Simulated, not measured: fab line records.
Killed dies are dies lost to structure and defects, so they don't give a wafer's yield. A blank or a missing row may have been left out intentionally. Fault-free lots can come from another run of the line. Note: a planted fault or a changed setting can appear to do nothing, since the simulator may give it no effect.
Matching of chambers ; flow n5-finfet ; N5_BEOL_M2_ETCH_69 on rie-diel-04: 4 sister chambers
The step etches SiARC in CF4, target depth 15.6 nm, time 26 s. 4 wafers are shown with their chamber, then 12 later ones without.

WAFERS, EACH WITH ITS CHAMBER
wafer;chamber;showerhead-plenum-p-Torr (Torr)
L083.4;3;2.02
L089.4;1;2.18
L088.3;2;2.05
L088.6;0;2.14

WAFERS WITHOUT THEIR CHAMBER
wafer;showerhead-plenum-p-Torr (Torr)
L091.1;2.14
L091.2;2.05
L091.6;2.14
L092.1;2.17
L092.2;2.14
L092.6;2.17
L094.1;2.17
L094.2;2.14
L094.5;2.17
L096.2;2.04
L096.4;2.17
L096.5;2.04

THE CHAMBER EACH PASSED THROUGH
wafer;from the rows above;in truth
L091.1;0;0
L091.2;2;2
L091.6;0;0
L092.1;1;1
L092.2;0;0
L092.6;1;1
L094.1;1;1
L094.2;0;0
L094.5;1;1
L096.2;can't be placed: 2 or 3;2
L096.4;1;1
L096.5;can't be placed: 2 or 3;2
Correctly placed: 10 of 12. Cannot be placed on the basis of these rows: 2; the candidates contain the true chamber in 2. 0 placed wrongly.
How it was worked out, from the rows above alone: a wafer's distance from a chamber is the root of the sum, over the readings, of the square of ((its reading less the chamber's mean) divided by the reading's scatter). If the next closest chamber is less than 2 further off than the closest, the wafer can't be placed; otherwise it belongs to the closest. The mean given for a chamber averages the wafers shown for that chamber. The scatter: root of mean squared gap, hidden wafer to nearest shown wafer, with one shown wafer a chamber.
